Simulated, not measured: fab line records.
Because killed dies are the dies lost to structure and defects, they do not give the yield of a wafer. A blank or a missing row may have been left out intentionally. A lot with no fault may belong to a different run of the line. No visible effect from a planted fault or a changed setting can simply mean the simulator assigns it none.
Struck lot and sound lot, side by side :: flow n5-finfet :: 15 out of 1938 route steps
Sound: wafers L170.3, L170.5, L170.6. Struck: wafers L176.1, L176.4 (left out: L176.2, a lot-mate that was not struck); the cause follows at the end.
Order at every step that has rows: each side's tool, ch and its chambers, its first start. Under that, the readings that differ: sound wafers :: struck wafers :: difference of the means :: sigmas: that difference in standard deviations of wafers without a fault.
alike: a reading whose means differ by less than 2 such deviations, as well as words and numbers matching on both sides. not compared: withheld readings; readings where some wafer has no value; bounds like >300 that might hide an equal value; numbers whose values overlap and for which the record gives no deviation.
A row with sigmas, a row that says differs or no value, or rows on one side alone: a step with any of these is where the two part. Numbers that have no deviation but don't overlap get no sigmas and don't part them. A reading missing from all wafers of one side parts the sides only when that side holds two or more wafers.

N5_HKMG_FIN_STRIP_93: strips SOC in N2/H2, time 20 s.
  sound on rie-diel-06 ch 0,3, day 6 06:17; struck on rie-diel-02 ch 1,3, day 7 20:13
reading: oes-product-au (a.u.)
sound: 0.72 0.72 0.73
struck: 0.89 0.94
difference: +0.19
sigmas: +2
  alike: drypump-motor-current-A, rf-vpp-V, showerhead-plenum-p-Torr, throttle-valve-pct
  not compared: rf-hours-counter-h
then, 1 step without rows for these wafers: N5_HKMG_FIN_WET_ETCH_76 (etches Al2O3 in dNH4OH, stops on La2O3, target depth 2.25 nm, rinse time 30 s).
N5_HKMG_FIN_STRIP_60: strips in N2/H2, time 360 s.
  sound on plasma-asher-02 ch 0,1, day 6 06:34; struck on plasma-asher-01 ch 0,1, day 7 20:22
  alike: drypump-motor-current-A, heater-power-w
  not compared: rf-hours-counter-h
then, 2 steps without rows for these wafers: N5_HKMG_FIN_WET_ETCH_77 (etches La2O3 in dHCl, stops on HfO2, target depth 2 nm); N5_HKMG_FIN_WET_ETCH_78 (etches Al2O3 in dNH4OH, stops on La2O3, target depth 4.5 nm, rinse time 30 s).
N5_HKMG_FIN_ALD_79: deposits TiN, target thk 1.5 nm, pulse time 1 s, purge time 3 s.
  sound on ald-metal-01 ch 0,1, day 6 06:56; struck on ald-metal-01 ch 2,3, day 7 20:51
  alike: heater-power-w, precursor-pulse-height-rel, susceptor-temp-C
  not compared: ald-cycles
N5_HKMG_FIN_CVD_62: deposits a-Si from Si2H6, target thk 3 nm, time 20.8 s.
  sound on thermal-cvd-si-01 ch 0,1,2, day 6 07:17; struck on thermal-cvd-si-01 ch 1, day 7 21:13
  alike: heater-power-w, susceptor-temp-C
then, 5 steps without rows for these wafers: N5_HKMG_FIN_RTA_80 (time 2 s); N5_HKMG_FIN_PRECLEAN_64 (cleans in dHF, time 30 s); N5_HKMG_FIN_WET_ETCH_65 (etches a-Si in TMAH, stops on TiN, time 49 s, target depth 3 nm); N5_HKMG_FIN_WET_ETCH_81 (etches TiN in SC1, stops on HfO2, time 57 s, target depth 6 nm); N5_HKMG_FIN_WET_ETCH_82 (etches La2O3 in dHCl, stops on HfO2, target depth 2 nm, rinse time 30 s).
N5_HKMG_FIN_ALD_36: deposits TiN, target thk 1 nm, pulse time 1 s, purge time 3 s.
  sound on ald-metal-04 ch 0,2,3, day 6 07:41; struck on ald-metal-02 ch 0,2, day 7 21:37
reading: ald-cycles
sound: 47 47 47
struck: 26 26
difference: -21
sigmas: 

reading: susceptor-temp-C (C)
sound: 399.89 400.49 399.93
struck: - -
difference: no value on the struck wafers
sigmas: 

reading: model.TiN_of_HKMG_FIN_ALD_36.thk-nm (nm)
sound: 1 1 1
struck: 0.6 0.6
difference: -0.4
sigmas: 
  alike: heater-power-w, precursor-pulse-height-rel
N5_HKMG_FIN_THK_MEAS_70: measures by xrf.
  sound on film-metro-01, day 6 07:58; struck on film-metro-02, day 7 21:53
  alike: HK_THK
following that, these wafers have no rows for 1 step: N5_PASSIVATION_PROBE_49.

WHERE THEY PART
Earliest at N5_HKMG_FIN_STRIP_93; latest, in this record, at N5_HKMG_FIN_ALD_36. Later steps at which nothing parts them and some readings are alike: N5_HKMG_FIN_THK_MEAS_70.

WHY: whatever the simulator had introduced
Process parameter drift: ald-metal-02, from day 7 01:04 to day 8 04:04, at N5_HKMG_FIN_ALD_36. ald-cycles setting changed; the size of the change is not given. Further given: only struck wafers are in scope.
